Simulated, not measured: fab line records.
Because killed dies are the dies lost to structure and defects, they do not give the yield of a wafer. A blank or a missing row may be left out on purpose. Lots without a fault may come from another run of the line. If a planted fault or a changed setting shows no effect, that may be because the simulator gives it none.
The tool behind it: which one? | flow n5 finfet | 24 lots with 72 wafers sampled at 6 steps, on a route of 1938 steps

WHAT EACH GAUGE READ, for each wafer
The record lacks any reading of a measuring or inspecting step that a usual standard deviation could be used to judge.

TOOL THAT RAN EACH LOT (tool first, then ch and the chambers of the sampled wafers, then the start)
lot  | N5_HKMG_FIN_STRIP_89               | N5_HKMG_FIN_NWFM_ALD_20             | N5_HKMG_FIN_CMP_23            | N5_GATE_CUT_ETCH_56               | N5_GATE_CUT_CMP_02            | N5_GATE_CUT_VAPOR_ETCH_49
L074 | rie diel-06 ch 1,2,3, day 4 02:52  | ald metal-02 ch 0,1,3, day 4 03:26  | cmp-04 ch 0,2,3, day 4 05:16  | rie metal-01 ch 0,1, day 4 06:04  | cmp-03 ch 1,2,3, day 4 08:56  | rie metal-03 ch 1, day 4 10:17
L075 | rie diel-01 ch 1,2,3, day 4 12:57  | ald metal-01 ch 0,1,3, day 4 13:31  | cmp-01 ch 1,2,3, day 4 15:24  | rie metal-01 ch 0,1, day 4 16:16  | cmp-03 ch 0,1,2, day 4 20:31  | rie metal-02 ch 0,1, day 4 22:01
L077 | rie diel-01 ch 0,2,3, day 5 00:19  | ald metal-02 ch 0,1, day 5 00:54    | cmp-03 ch 2,3, day 5 02:37    | rie metal-03 ch 0,1, day 5 03:29  | cmp-03 ch 0,1,3, day 5 06:17  | rie metal-03 ch 0,1, day 5 07:54
L076 | rie diel-03 ch 0,1,3, day 5 00:49  | ald metal-01 ch 0,1,2, day 5 01:23  | cmp-01 ch 0,2,3, day 5 03:09  | rie metal-01 ch 0,1, day 5 04:01  | cmp-01 ch 0,2,3, day 5 06:47  | rie metal-01 ch 0,1, day 5 08:52
L078 | rie diel-03 ch 0,3, day 5 06:26    | ald metal-04 ch 0,3, day 5 07:00    | cmp-01 ch 0,2, day 5 08:43    | rie metal-01 ch 0, day 5 09:35    | cmp-02 ch 0,2,3, day 5 12:24  | rie metal-02 ch 0,1, day 5 13:53
L079 | rie diel-06 ch 0,2,3, day 5 13:32  | ald metal-01 ch 1,2,3, day 5 14:07  | cmp-03 ch 1,2,3, day 5 15:49  | rie metal-01 ch 0,1, day 5 16:41  | cmp-03 ch 1,2,3, day 5 19:43  | rie metal-02 ch 0,1, day 5 21:07
L080 | rie diel-01 ch 1,3, day 5 18:16    | ald metal-04 ch 0,2,3, day 5 18:50  | cmp-03 ch 0,1,3, day 5 20:33  | rie metal-01 ch 0,1, day 5 21:25  | cmp-01 ch 1,2, day 6 00:10    | rie metal-01 ch 0,1, day 6 01:47
L081 | rie diel-03 ch 1,3, day 5 21:10    | ald metal-02 ch 0,2, day 5 21:44    | cmp-03 ch 0,2, day 5 23:27    | rie metal-02 ch 0,1, day 6 00:19  | cmp-03 ch 2,3, day 6 03:17    | rie metal-03 ch 0,1, day 6 05:04
L082 | rie diel-03 ch 0,2, day 6 05:20    | ald metal-01 ch 2,3, day 6 05:55    | cmp-03 ch 0,3, day 6 07:37    | rie metal-02 ch 0,1, day 6 08:29  | cmp-02 ch 0,1,3, day 6 11:17  | rie metal-01 ch 0,1, day 6 12:38
L083 | rie diel-06 ch 0,1, day 6 10:39    | ald metal-04 ch 1,2, day 6 11:14    | cmp-04 ch 0,1,3, day 6 13:06  | rie metal-02 ch 0,1, day 6 13:49  | cmp-01 ch 0,3, day 6 16:42    | rie metal-02 ch 0,1, day 6 18:03
L084 | rie diel-01 ch 1,2,3, day 6 17:29  | ald metal-02 ch 0,1,2, day 6 18:03  | cmp-04 ch 2,3, day 6 19:46    | rie metal-01 ch 0,1, day 6 20:38  | cmp-02 ch 1,3, day 6 23:23    | rie metal-01 ch 0,1, day 7 00:50
L085 | rie diel-01 ch 0,2,3, day 6 23:10  | ald metal-04 ch 0,3, day 6 23:45    | cmp-01 ch 0,3, day 7 01:32    | rie metal-02 ch 0,1, day 7 02:22  | cmp-02 ch 0,1,2, day 7 05:11  | rie metal-02 ch 0,1, day 7 06:31
L086 | rie diel-06 ch 0,2, day 7 11:30    | ald metal-02 ch 0,1,3, day 7 12:08  | cmp-01 ch 0,2,3, day 7 13:51  | rie metal-01 ch 0,1, day 7 14:43  | cmp-03 ch 0,2,3, day 7 17:29  | rie metal-02 ch 0,1, day 7 19:00
L087 | rie diel-03 ch 0,2,3, day 7 12:14  | ald metal-01 ch 1,2,3, day 7 12:48  | cmp-03 ch 2,3, day 7 14:38    | rie metal-02 ch 1, day 7 15:25    | cmp-01 ch 0,1,3, day 7 18:16  | rie metal-03 ch 0,1, day 7 19:35
L088 | rie diel-01 ch 1,2,3, day 7 18:37  | ald metal-02 ch 0,3, day 7 19:11    | cmp-03 ch 1,2,3, day 7 21:03  | rie metal-01 ch 0, day 7 21:46    | cmp-03 ch 1,2, day 8 00:34    | rie metal-01 ch 0,1, day 8 01:58
L089 | rie diel-06 ch 0,1,2, day 7 21:08  | ald metal-04 ch 0,1, day 7 21:43    | cmp-03 ch 0,1,3, day 7 23:40  | rie metal-01 ch 0,1, day 8 00:23  | cmp-03 ch 1,2, day 8 03:10    | rie metal-03 ch 0,1, day 8 04:39
L091 | rie diel-03 ch 0,1,3, day 8 11:04  | ald metal-04 ch 1,2, day 8 11:39    | cmp-03 ch 1,2,3, day 8 13:31  | rie metal-01 ch 0,1, day 8 14:15  | cmp-01 ch 1,2,3, day 8 16:59  | rie metal-03 ch 0,1, day 8 18:45
L090 | rie diel-06 ch 0,3, day 8 11:53    | ald metal-02 ch 0,1,2, day 8 12:28  | cmp-01 ch 0,1,2, day 8 14:11  | rie metal-03 ch 0,1, day 8 15:05  | cmp-03 ch 0,1, day 8 17:54    | rie metal-01 ch 0,1, day 8 19:46
L092 | rie diel-01 ch 1,2, day 8 21:58    | ald metal-02 ch 0,2, day 8 22:33    | cmp-03 ch 1,2, day 9 00:20    | rie metal-01 ch 0,1, day 9 01:10  | cmp-03 ch 1,2,3, day 9 04:08  | rie metal-01 ch 0,1, day 9 05:28
L093 | rie diel-03 ch 1,3, day 9 07:25    | ald metal-01 ch 2,3, day 9 07:59    | cmp-01 ch 2,3, day 9 09:43    | rie metal-01 ch 0,1, day 9 10:43  | cmp-03 ch 0,1,2, day 9 13:32  | rie metal-01 ch 0,1, day 9 15:17
L094 | rie diel-03 ch 0,2,3, day 9 11:37  | ald metal-04 ch 0,2,3, day 9 12:12  | cmp-03 ch 0,1,2, day 9 14:11  | rie metal-03 ch 0,1, day 9 14:49  | cmp-02 ch 1,2,3, day 9 17:49  | rie metal-03 ch 0,1, day 9 19:16
L095 | rie diel-03 ch 0,1,3, day 9 15:12  | ald metal-04 ch 0,2,3, day 9 15:46  | cmp-03 ch 0,3, day 9 17:29    | rie metal-02 ch 0,1, day 9 18:21  | cmp-03 ch 1,2,3, day 9 21:09  | rie metal-03 ch 0,1, day 9 22:38
L096 | rie diel-01 ch 0,2,3, day 9 23:31  | ald metal-01 ch 2,3, day 10 00:05   | cmp-01 ch 0,1,3, day 10 02:04 | rie metal-01 ch 0,1, day 10 03:27 | cmp-03 ch 0,1,3, day 10 06:19 | rie metal-01 ch 0,1, day 10 07:59
L097 | rie diel-03 ch 1,2,3, day 10 04:16 | ald metal-01 ch 0,1,2, day 10 05:01 | cmp-03 ch 1,2,3, day 10 06:44 | rie metal-03 ch 0,1, day 10 07:36 | cmp-03 ch 0,2,3, day 10 10:36 | rie metal-02 ch 1, day 10 12:03
- N5_HKMG_FIN_STRIP_89: strips SOC in N2/H2, time 20 s.
- N5_HKMG_FIN_NWFM_ALD_20: deposits TiAlC, target thk 2 nm, pulse time 3 s, purge time 2 s.
- N5_HKMG_FIN_CMP_23: polishes, stops on SiNx, t overpolish 10 s, target thk 46.326 nm.
- N5_GATE_CUT_ETCH_56: etches TiN in Cl2/Ar, target depth 21.6 nm.
- N5_GATE_CUT_CMP_02: polishes, stops on SiO2, t overpolish 12.7 s, target thk 0 nm.
- N5_GATE_CUT_VAPOR_ETCH_49: etches TiAlC in BCl3/Cl2.

WHAT THE TOOLS THEMSELVES READ (means of the sampled wafers that have a number; where no wafer has one, the mark that the record gives instead)
N5_HKMG_FIN_STRIP_89. Usual: bias power w 8.001 W, standard deviation 0.021; drypump motor current A 5.8 A, standard deviation 0.54; oes product au 0.78 a.u., standard deviation 0.082; rf vpp V 54.3 V, standard deviation 0.77; showerhead plenum p Torr 3.41 Torr, standard deviation 0.12; throttle valve pct 19.0 %, standard deviation 0.45.
lot  | tool        | bias power w (W) | drypump motor current A (A) | oes product au (a.u.) | rf vpp V (V) | showerhead plenum p Torr (Torr) | throttle valve pct (%) | flag
L074 | rie diel-06 | 7.989            | 6.1                         | 0.72                  | 54.6         | 3.33                            | 19.1                   |
L075 | rie diel-01 | 8.017            | 5.9                         | 0.78                  | 54.1         | 3.41                            | 18.8                   |
L077 | rie diel-01 | 8.005            | 6.1                         | 0.81                  | 54.3         | 3.52                            | 18.9                   |
L076 | rie diel-03 | 7.982            | 5.5                         | 0.85                  | 54.0         | 3.39                            | 18.7                   |
L078 | rie diel-03 | 8.002            | 5.7                         | 0.88                  | 53.9         | 3.30                            | 18.5                   |
L079 | rie diel-06 | 8.002            | 5.8                         | 0.70                  | 53.8         | 3.32                            | 19.2                   |
L080 | rie diel-01 | 7.989            | 6.3                         | 0.71                  | 53.2         | 3.35                            | 18.9                   |
L081 | rie diel-03 | 7.980            | 5.8                         | 0.81                  | 54.2         | 3.32                            | 18.7                   |
L082 | rie diel-03 | 8.013            | 5.1                         | 0.89                  | 54.2         | 3.42                            | 19.0                   |
L083 | rie diel-06 | 8.012            | 6.0                         | 0.71                  | 54.6         | 3.47                            | 18.9                   |
L084 | rie diel-01 | 8.007            | 5.8                         | 0.76                  | 54.1         | 3.40                            | 18.8                   |
L085 | rie diel-01 | 7.997            | 6.0                         | 0.78                  | 54.5         | 3.51                            | 18.9                   |
L086 | rie diel-06 | 7.999            | 5.9                         | 0.69                  | 55.1         | 3.42                            | 19.2                   |
L087 | rie diel-03 | 7.993            | 5.4                         | 0.86                  | 54.1         | 3.36                            | 19.0                   |
L088 | rie diel-01 | 8.005            | 5.9                         | 0.75                  | 54.9         | 3.39                            | 18.8                   |
L089 | rie diel-06 | 8.013            | 6.2                         | 0.70                  | 54.4         | 3.41                            | 19.1                   |
L091 | rie diel-03 | 8.000            | 5.6                         | 0.82                  | 54.6         | 3.37                            | 18.8                   |
L090 | rie diel-06 | 7.989            | 5.5                         | 0.87                  | 54.2         | 3.52                            | 18.8                   |
L092 | rie diel-01 | 7.997            | 5.4                         | 0.80                  | 54.3         | 3.43                            | 18.8                   |
L093 | rie diel-03 | 7.999            | 5.6                         | 0.76                  | 54.3         | 3.39                            | 19.0                   |
L094 | rie diel-03 | 7.996            | 5.4                         | 0.84                  | 54.0         | 3.35                            | 19.0                   |
L095 | rie diel-03 | 7.988            | 5.6                         | 0.80                  | 54.4         | 3.37                            | 18.8                   |
L096 | rie diel-01 | 7.981            | 6.0                         | 0.85                  | 54.6         | 3.50                            | 18.8                   |
L097 | rie diel-03 | 7.998            | 5.5                         | 0.78                  | 53.9         | 3.36                            | 19.2                   |

N5_HKMG_FIN_NWFM_ALD_20. Usual: chamber pressure Torr 3.000 Torr, standard deviation 0.0067; heater power w 487 W, standard deviation 46; precursor pulse height rel 1.002, standard deviation 0.02.
lot  | tool         | chamber pressure Torr (Torr) | heater power w (W) | precursor pulse height rel | flag
L074 | ald metal-02 | 3.001                        | 515                | 1.005                      |
L075 | ald metal-01 | 3.000                        | 458                | 0.995                      |
L077 | ald metal-02 | 3.004                        | 489                | 1.023                      |
L076 | ald metal-01 | 2.997                        | 447                | 0.998                      |
L078 | ald metal-04 | 2.998                        | 481                | 1.002                      |
L079 | ald metal-01 | 2.997                        | 432                | 0.983                      |
L080 | ald metal-04 | 3.001                        | 489                | 0.978                      |
L081 | ald metal-02 | 3.009                        | 508                | 1.025                      |
L082 | ald metal-01 | 3.003                        | 430                | 1.001                      |
L083 | ald metal-04 | 3.005                        | 508                | 0.986                      |
L084 | ald metal-02 | 2.998                        | 481                | 0.997                      |
L085 | ald metal-04 | 2.997                        | 495                | 0.988                      |
L086 | ald metal-02 | 2.996                        | 509                | 1.004                      |
L087 | ald metal-01 | 3.003                        | 432                | 0.981                      |
L088 | ald metal-02 | 3.003                        | 561                | 1.003                      |
L089 | ald metal-04 | 2.998                        | 480                | 0.990                      |
L091 | ald metal-04 | 3.002                        | 507                | 1.006                      |
L090 | ald metal-02 | 3.003                        | 489                | 0.998                      |
L092 | ald metal-02 | 3.003                        | 503                | 1.002                      |
L093 | ald metal-01 | 3.004                        | 433                | 0.997                      |
L094 | ald metal-04 | 2.999                        | 491                | 1.013                      |
L095 | ald metal-04 | 2.994                        | 486                | 0.989                      |
L096 | ald metal-01 | 3.009                        | 431                | 0.991                      |
L097 | ald metal-01 | 3.002                        | 447                | 1.017                      |

N5_HKMG_FIN_CMP_23. Usual: motor current A 11.6 A, standard deviation 1; overpolish run s 9.98 s, standard deviation 0.14; retaining ring pressure frac 1.000, standard deviation 0.0045; time to endpoint s 12.7 s, standard deviation 2.5.
lot  | tool   | motor current A (A) | overpolish run s (s) | retaining ring pressure frac | time to endpoint s (s) | flag
L074 | cmp-04 | 12.0                | 10.00                | 0.993                        | 10.3                   |
L075 | cmp-01 | 11.9                | 10.01                | 1.000                        | 9.6                    |
L077 | cmp-03 | 10.5                | 10.00                | 0.998                        | 13.4                   |
L076 | cmp-01 | 11.0                | 10.01                | 0.999                        | 12.4                   |
L078 | cmp-01 | 11.3                | 10.00                | 0.993                        | 11.7                   |
L079 | cmp-03 | 11.1                | 10.00                | 1.002                        | 12.7                   |
L080 | cmp-03 | 12.0                | 10.00                | 0.994                        | 12.8                   |
L081 | cmp-03 | 11.5                | 10.00                | 1.000                        | 11.7                   |
L082 | cmp-03 | 12.1                | 9.99                 | 0.998                        | 11.6                   |
L083 | cmp-04 | 12.2                | 10.01                | 0.998                        | 11.4                   |
L084 | cmp-04 | 11.7                | 10.00                | 0.998                        | 11.8                   |
L085 | cmp-01 | 11.4                | 10.00                | 1.000                        | 13.0                   |
L086 | cmp-01 | 11.3                | 10.00                | 1.002                        | 10.3                   |
L087 | cmp-03 | 10.5                | 9.99                 | 0.999                        | 15.7                   |
L088 | cmp-03 | 11.0                | 10.00                | 0.999                        | 14.1                   |
L089 | cmp-03 | 11.7                | 9.99                 | 1.001                        | 11.2                   |
L091 | cmp-03 | 11.2                | 9.99                 | 1.002                        | 14.5                   |
L090 | cmp-01 | 11.9                | 9.99                 | 1.002                        | 11.3                   |
L092 | cmp-03 | 11.3                | 10.00                | 1.000                        | 16.1                   |
L093 | cmp-01 | 11.2                | 10.00                | 1.001                        | 11.1                   |
L094 | cmp-03 | 11.3                | 9.59                 | 1.003                        | 17.7                   |
L095 | cmp-03 | 12.3                | 10.01                | 0.997                        | 13.6                   |
L096 | cmp-01 | 12.1                | 9.99                 | 1.001                        | 13.6                   |
L097 | cmp-03 | 11.1                | 10.00                | 0.997                        | 13.7                   |

N5_GATE_CUT_ETCH_56. Usual: drypump motor current A 5.8 A, standard deviation 0.34; mfc cl2 sccm 40.00 sccm, standard deviation 0.14; oes product au 0.77 a.u., standard deviation 0.097; throttle valve pct 20.9 %, standard deviation 0.33.
lot  | tool         | drypump motor current A (A) | mfc cl2 sccm (sccm) | oes product au (a.u.) | throttle valve pct (%) | flag
L074 | rie metal-01 | 6.0                         | 40.04               | 0.76                  | 21.1                   |
L075 | rie metal-01 | 6.0                         | 40.03               | 0.76                  | 21.1                   |
L077 | rie metal-03 | 6.2                         | 39.97               | 0.83                  | 20.8                   |
L076 | rie metal-01 | 5.8                         | 40.06               | 0.84                  | 20.8                   |
L078 | rie metal-01 | 5.7                         | 39.97               | 0.91                  | 20.6                   |
L079 | rie metal-01 | 6.0                         | 40.04               | 0.75                  | 21.1                   |
L080 | rie metal-01 | 6.0                         | 40.07               | 0.75                  | 21.1                   |
L081 | rie metal-02 | 5.5                         | 39.85               | 0.75                  | 21.0                   |
L082 | rie metal-02 | 5.4                         | 40.08               | 0.72                  | 20.9                   |
L083 | rie metal-02 | 5.5                         | 39.94               | 0.75                  | 21.0                   |
L084 | rie metal-01 | 5.8                         | 40.03               | 0.82                  | 20.8                   |
L085 | rie metal-02 | 5.5                         | 39.89               | 0.72                  | 20.9                   |
L086 | rie metal-01 | 5.9                         | 40.08               | 0.73                  | 21.1                   |
L087 | rie metal-02 | 5.3                         | 40.11               | 0.69                  | 20.8                   |
L088 | rie metal-01 | 5.7                         | 39.94               | 0.88                  | 20.6                   |
L089 | rie metal-01 | 5.8                         | 40.06               | 0.80                  | 20.9                   |
L091 | rie metal-01 | 5.8                         | 40.01               | 0.80                  | 20.9                   |
L090 | rie metal-03 | 6.4                         | 40.09               | 0.83                  | 20.8                   |
L092 | rie metal-01 | 6.0                         | 39.96               | 0.73                  | 21.1                   |
L093 | rie metal-01 | 5.9                         | 39.96               | 0.72                  | 21.1                   |
L094 | rie metal-03 | 6.4                         | 39.95               | 0.83                  | 20.8                   |
L095 | rie metal-02 | 5.5                         | 40.09               | 0.73                  | 21.0                   |
L096 | rie metal-01 | 5.8                         | 39.89               | 0.79                  | 20.9                   |
L097 | rie metal-03 | 6.4                         | 40.02               | 0.83                  | 20.8                   |

N5_GATE_CUT_CMP_02. Usual: motor current A 8.9 A, standard deviation 0.94; overpolish run s 12.701 s, standard deviation 0.0092; retaining ring pressure frac 1.000, standard deviation 0.0056; time to endpoint s 26.1 s, standard deviation 2.7.
lot  | tool   | motor current A (A) | overpolish run s (s) | retaining ring pressure frac | time to endpoint s (s) | flag
L074 | cmp-03 | 8.3                 | 12.698               | 1.003                        | 27.1                   |
L075 | cmp-03 | 8.5                 | 12.694               | 0.995                        | 25.5                   |
L077 | cmp-03 | 9.0                 | 12.691               | 1.001                        | 24.1                   |
L076 | cmp-01 | 8.6                 | 12.700               | 1.001                        | 25.8                   |
L078 | cmp-02 | 9.6                 | 12.706               | 1.000                        | 26.0                   |
L079 | cmp-03 | 8.2                 | 12.704               | 1.000                        | 26.5                   |
L080 | cmp-01 | 9.1                 | 12.703               | 1.002                        | 24.2                   |
L081 | cmp-03 | 8.3                 | 12.695               | 0.999                        | 25.5                   |
L082 | cmp-02 | 8.9                 | 12.684               | 1.003                        | 25.3                   |
L083 | cmp-01 | 8.4                 | 12.700               | 0.997                        | 25.7                   |
L084 | cmp-02 | 8.7                 | 12.706               | 0.997                        | 24.2                   |
L085 | cmp-02 | 9.9                 | 12.700               | 0.999                        | 23.1                   |
L086 | cmp-03 | 8.4                 | 12.708               | 1.007                        | 27.1                   |
L087 | cmp-01 | 9.4                 | 12.706               | 1.003                        | 23.9                   |
L088 | cmp-03 | 7.6                 | 12.701               | 0.998                        | 30.0                   |
L089 | cmp-03 | 7.7                 | 12.690               | 0.995                        | 29.1                   |
L091 | cmp-01 | 8.7                 | 12.703               | 1.004                        | 23.8                   |
L090 | cmp-03 | 9.2                 | 12.700               | 1.006                        | 26.7                   |
L092 | cmp-03 | 8.2                 | 12.708               | 1.003                        | 27.4                   |
L093 | cmp-03 | 8.4                 | 12.697               | 1.000                        | 28.3                   |
L094 | cmp-02 | 9.6                 | 12.707               | 0.996                        | 29.7                   |
L095 | cmp-03 | 8.6                 | 12.702               | 1.009                        | 28.3                   |
L096 | cmp-03 | 9.3                 | 12.704               | 0.997                        | 28.7                   |
L097 | cmp-03 | 8.5                 | 12.700               | 1.002                        | 26.9                   |

N5_GATE_CUT_VAPOR_ETCH_49. Usual: drypump motor current A 5.9 A, standard deviation 0.41; oes product au 0.78 a.u., standard deviation 0.082.
lot  | tool         | drypump motor current A (A) | oes product au (a.u.) | flag
L074 | rie metal-03 | 5.9                         | 0.82                  |
L075 | rie metal-02 | 5.5                         | 0.77                  |
L077 | rie metal-03 | 6.4                         | 0.86                  |
L076 | rie metal-01 | 6.0                         | 0.74                  |
L078 | rie metal-02 | 5.5                         | 0.76                  |
L079 | rie metal-02 | 5.5                         | 0.76                  |
L080 | rie metal-01 | 5.8                         | 0.80                  |
L081 | rie metal-03 | 6.4                         | 0.85                  |
L082 | rie metal-01 | 5.8                         | 0.81                  |
L083 | rie metal-02 | 5.5                         | 0.73                  |
L084 | rie metal-01 | 5.8                         | 0.80                  |
L085 | rie metal-02 | 5.4                         | 0.72                  |
L086 | rie metal-02 | 5.5                         | 0.76                  |
L087 | rie metal-03 | 6.2                         | 0.82                  |
L088 | rie metal-01 | 5.8                         | 0.79                  |
L089 | rie metal-03 | 6.4                         | 0.84                  |
L091 | rie metal-03 | 6.1                         | 0.82                  |
L090 | rie metal-01 | 5.8                         | 0.79                  |
L092 | rie metal-01 | 6.0                         | 0.72                  |
L093 | rie metal-01 | 6.0                         | 0.72                  |
L094 | rie metal-03 | 6.4                         | 0.83                  |
L095 | rie metal-03 | 6.4                         | 0.83                  |
L096 | rie metal-01 | 5.8                         | 0.76                  |
L097 | rie metal-02 | 5.3                         | 0.68                  |

THE ANSWER, worked out from the rows above alone
Rule: lot off if the mean of its wafers having a number is beyond 3 standard deviations from the usual mean. Also off: a lot with no number at a reading for which 4 or more lots have one. All remaining lots with rows at the step are treated as sound. Order of review: gauges by route order, followed by the tools' own readings, for which a lot's mean as printed above is used. The first step at which some lot is off is used, and at that step the reading that is off furthest; a lot without a number counts as furthest.
No lot is off on any of the readings shown, so nothing can be concluded from this.

WHAT THE SIMULATOR HAD PUT IN
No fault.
